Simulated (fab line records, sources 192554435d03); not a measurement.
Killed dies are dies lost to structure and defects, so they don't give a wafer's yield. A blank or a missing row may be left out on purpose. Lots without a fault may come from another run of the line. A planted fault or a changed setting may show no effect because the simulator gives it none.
A struck lot beside a sound one | flow n5_finfet | 24 steps out of a route of 1938
Sound: wafers L749.1, L749.4, L749.5. Struck: wafer L751.5. (L751.1, L751.6 of the same lot were not struck and are left out.) The cause comes at the end.
At each step with rows: each side's tool, then ch and its chambers, then its first start. Under that, the readings that differ: sound wafers | struck wafers | difference of the means | sigmas: that difference in standard deviations of wafers without a fault.
alike: readings whose means differ by less than 2 such deviations, and words and numbers that are the same on both sides. not compared: withheld readings, readings that some wafer has no value for, bounds like >300 that may hide the same value, and numbers for which the record gives no deviation and whose values overlap.
The two part at a step that has a row with sigmas, a row that says differs or no value, or rows on one side only. Numbers that don't overlap but have no deviation are shown without sigmas and don't part them. A reading that every wafer of one side lacks parts them only if that side has two wafers or more.

first, 11 steps without rows for these wafers: N5_BEOL_M6_ETCH_62 (etches SOC in N2/H2, target depth 110 nm, overetch 22 nm, time 165 s); N5_BEOL_M6_STRIP_68 (strips in N2/H2); N5_BEOL_M6_STRIP_67 (strips in CF4); N5_BEOL_M6_HM_OPEN_17 (chemistry Cl2/BCl3, target TiN, target depth 20 nm, overetch 6 nm); N5_BEOL_M6_STRIP_19 (strips in O2); N5_BEOL_M6_COAT_63 (time 60 s, resist thk 60 nm); N5_BEOL_M6_COAT_64 (time 60 s, resist thk 12 nm); N5_BEOL_M6_COAT_71 (time 60 s, resist thk 5 nm); N5_BEOL_M6_COAT_22 (resist thk 30 nm); N5_BEOL_M6_EBR_24; N5_BEOL_M6_SOFTBAKE_23 (time 60 s).
N5_BEOL_M6_EXPOSE_25: exposes mask V5, target cd 40 nm.
  sound on euv_scanner-01 ch 0, day 10 23:09; struck on euv_scanner-01 ch 0, day 12 03:25
  alike: mask
then, 2 steps without rows for these wafers: N5_BEOL_M6_PEB_26 (peb time 60 s); N5_BEOL_M6_DEVELOP_27 (develop time 30 s).
N5_BEOL_M6_CD_MEAS_28: target cd 40 nm.
  sound on cd_sem-03 ch 0, day 10 23:17; struck on cd_sem-02 ch 0, day 12 03:32
  reading    | sound             | struck | difference | sigmas
  cd_nm (nm) | 40.17 39.77 39.85 | 41.86  | +1.93      | +8
N5_BEOL_M6_DESCUM_33: chemistry O2, time 7 s.
  sound on rie_diel-05 ch 0,3, day 10 23:41; struck on rie_diel-06 ch 0, day 12 03:40
  reading                     | sound             | struck | difference | sigmas
  drypump_motor_current_A (A) | 5.7 6.6 6.6       | 4.9    | -1.4       | -3
  throttle_valve_pct (%)      | 20.04 20.02 20.02 | 20.62  | +0.59      | +2
  model.BEOL_M6.cd_nm (nm)    | 39.8 40 40        | 41.4   | +1.5       |
  alike: oes_product_au, rf_vpp_V, showerhead_plenum_p_Torr
  not compared: rf_hours_counter_h
then, 5 steps without rows for these wafers: N5_BEOL_M6_ETCH_72 (etches underlayer in N2/H2, target depth 6.5 nm, time 5.2 s); N5_BEOL_M6_ETCH_65 (etches SiARC in CF4, target depth 15.6 nm, time 26 s); N5_BEOL_M6_ETCH_66 (etches SOC in N2/H2, target depth 80 nm, overetch 16 nm, time 120 s); N5_BEOL_M6_STRIP_69 (strips in N2/H2); N5_BEOL_M6_STRIP_73 (strips in N2/H2).
N5_BEOL_M6_VIA_ETCH_34: etches SiCOH lowk in C4F6/O2, target depth 126.3 nm, time 50.9 s.
  sound on rie_diel-05 ch 0,3, day 10 23:52; struck on rie_diel-06 ch 0, day 12 03:50
  reading                     | sound        | struck | difference | sigmas
  drypump_motor_current_A (A) | 5.7 6.6 6.6  | 4.9    | -1.4       | -3
  model.BEOL_M6.cd_nm (nm)    | 40 39.8 39.8 | 41.2   | +1.3       |
  alike: oes_o_777_au, oes_product_au, rf_vpp_V, showerhead_plenum_p_Torr, throttle_valve_pct
  not compared: rf_hours_counter_h
then, 1 step without rows for these wafers: N5_BEOL_M6_STRIP_76 (strips in C4F6/O2).
-- the record jumps here: 4 days lie between the struck wafers' starts before and after (it left off in module BEOL_M6 and takes up again in module PASSIVATION, whose first step shown is number 1936 of the route) --
N5_PASSIVATION_PROBE_49:
  sound on prober-01, day 14 13:29; struck on prober-01, day 15 22:44
  alike: defect_limited_yield, killed_at_M0_to_M3, killed_at_M4_up, killed_at_contacts, killed_at_front_end, killed_at_other, killed_dies, killed_open, killed_short, sort_bin_5_function, sort_bin_6_memory, sort_bin_8_speed, sort_n_pass

WHERE THEY PART
First at N5_BEOL_M6_CD_MEAS_28; last, within this record, at N5_BEOL_M6_VIA_ETCH_34. Later steps at which nothing parts them and some readings are alike: N5_PASSIVATION_PROBE_49.

WHY: what the simulator had put in
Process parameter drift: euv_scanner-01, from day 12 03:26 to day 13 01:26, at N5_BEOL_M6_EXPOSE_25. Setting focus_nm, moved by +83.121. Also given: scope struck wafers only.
